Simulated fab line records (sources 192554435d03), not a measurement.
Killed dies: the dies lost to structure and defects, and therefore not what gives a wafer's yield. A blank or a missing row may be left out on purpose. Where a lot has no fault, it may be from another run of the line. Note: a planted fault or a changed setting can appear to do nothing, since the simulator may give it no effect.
Matching of chambers -- flow n5Finfet -- N5_BEOL_M12_ETCH_67 on rieDiel-04: 4 sister chambers
The step etches SiARC in CF4, target depth 143 nm, time 238.3 s. 8 wafers are shown with their chamber, then 8 later ones without.

## WAFERS, EACH WITH ITS CHAMBER
wafer,chamber,drypumpMotorCurrentA (A),showerheadPlenumPTorr (Torr)
L079.2,3,5.21,2.19
L089.3,0,5.85,2.08
L089.5,1,5.93,2.06
L089.6,2,5.42,2.17
L092.1,1,5.91,2.06
L092.2,2,5.40,2.17
L092.3,0,5.88,2.07
L092.4,3,5.25,2.18

## WAFERS MISSING THEIR CHAMBER
wafer,drypumpMotorCurrentA (A),showerheadPlenumPTorr (Torr)
L092.5,5.90,2.06
L092.6,5.85,2.07
L095.3,5.24,2.18
L095.4,5.90,2.05
L095.5,5.42,2.17
L097.1,5.25,2.18
L097.2,5.93,2.05
L097.3,5.41,2.17

## THE CHAMBER EACH PASSED THROUGH
wafer,from the rows above,in truth
L092.5,1,1
L092.6,0,0
L095.3,3,3
L095.4,1,1
L095.5,2,2
L097.1,3,3
L097.2,1,1
L097.3,2,2
Correctly placed: 8 of 8. Not placeable from these rows: 0. Number placed wrongly: 0.
How it was worked out, from the rows above alone: a wafer's distance from a chamber is the root of the sum, over the readings, of the square of ((its reading less the chamber's mean) divided by the reading's scatter). If the next closest chamber is less than 2 further off than the closest, the wafer can't be placed; otherwise it belongs to the closest. The mean given for a chamber averages the wafers shown for that chamber. The scatter: the root of (the sum of the squares of (reading less its chamber's mean) over the shown wafers, divided by (wafers less chambers)).
